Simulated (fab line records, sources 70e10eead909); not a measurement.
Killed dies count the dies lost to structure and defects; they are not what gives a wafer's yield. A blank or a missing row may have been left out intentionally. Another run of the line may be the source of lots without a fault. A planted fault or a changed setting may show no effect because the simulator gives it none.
Chamber matching | flow nand harc | 4 sister chambers for NHARC_P_ZERO_WELL_DESCUM_13 on rie diel-07
The step chemistry O2, time 3 s. 20 wafers are shown with their chamber, then 10 later ones without.

== WAFERS, EACH WITH ITS CHAMBER ==
wafer  | chamber | showerhead plenum p Torr (Torr) | drypump motor current A (A) | oes product au (a.u.)
L075.2 | 3       | 1.97                            | 5.44                        | 1.012
L075.4 | 1       | 2.02                            | 5.38                        | 0.999
L075.6 | 0       | 1.92                            | 6.41                        | 1.020
L076.3 | 1       | 2.03                            | 5.39                        | 0.995
L076.4 | 3       | 1.97                            | 5.42                        | 0.992
L076.5 | 0       | 1.92                            | 6.47                        | 1.001
L078.1 | 3       | 1.97                            | 5.44                        | 0.993
L078.2 | 0       | 1.92                            | 6.39                        | 1.020
L078.6 | 1       | 2.02                            | 5.39                        | 1.002
L078.3 | 1       | 2.02                            | 5.39                        | 0.998
L078.4 | 2       | 1.99                            | 5.75                        | 0.988
L078.5 | 0       | 1.92                            | 6.40                        | 1.010
L080.1 | 0       | 1.92                            | 6.41                        | 1.004
L080.2 | 2       | 1.99                            | 5.81                        | 0.986
L080.6 | 0       | 1.92                            | 6.45                        | 1.010
L085.1 | 3       | 1.97                            | 5.41                        | 0.998
L085.3 | 0       | 1.92                            | 6.40                        | 1.009
L085.5 | 3       | 1.97                            | 5.40                        | 0.994
L088.3 | 0       | 1.92                            | 6.41                        | 0.995
L088.4 | 1       | 2.02                            | 5.38                        | 0.989

SIGNATURES, as means of the wafers listed above
reading                  | chamber 0 | chamber 1 | chamber 2 | chamber 3 | scatter within a chamber
showerhead plenum p Torr | 1.9200    | 2.0220    | 1.9900    | 1.9700    | 0.00224
drypump motor current A  | 6.4175    | 5.3860    | 5.7800    | 5.4220    | 0.0231
oes product au           | 1.00862   | 0.99660   | 0.98700   | 0.99780   | 0.0075
Rule: distance of a wafer from a chamber = root of the sum over the readings of ((wafer's reading minus chamber's mean) / reading's scatter) squared. If the next closest chamber is less than 2 further off than the closest, the wafer can't be placed; otherwise it belongs to the closest. The scatter: the root of (the sum of the squares of (reading less its chamber's mean) over the shown wafers, divided by (wafers less chambers)).

== WAFERS MISSING THEIR CHAMBER ==
wafer  | showerhead plenum p Torr (Torr) | drypump motor current A (A) | oes product au (a.u.)
L088.6 | 1.92                            | 6.41                        | 0.996
L091.3 | 2.02                            | 5.39                        | 0.989
L091.5 | 2.02                            | 5.38                        | 0.999
L091.6 | 1.99                            | 5.73                        | 1.001
L092.1 | 1.97                            | 5.40                        | 0.995
L092.3 | 1.92                            | 6.45                        | 1.015
L092.4 | 1.99                            | 5.77                        | 0.991
L097.1 | 1.99                            | 5.81                        | 0.994
L097.2 | 2.02                            | 5.39                        | 1.001
L097.3 | 1.97                            | 5.40                        | 1.006

== WHICH CHAMBER EACH WENT THROUGH ==
wafer  | from the rows above | in truth
L088.6 | 0                   | 0
L091.3 | 1                   | 1
L091.5 | 1                   | 1
L091.6 | 2                   | 2
L092.1 | 3                   | 3
L092.3 | 0                   | 0
L092.4 | 2                   | 2
L097.1 | 2                   | 2
L097.2 | 1                   | 1
L097.3 | 3                   | 3
Correctly placed: 10 of 10. Number that these rows cannot place: 0. Wrongly placed: 0.
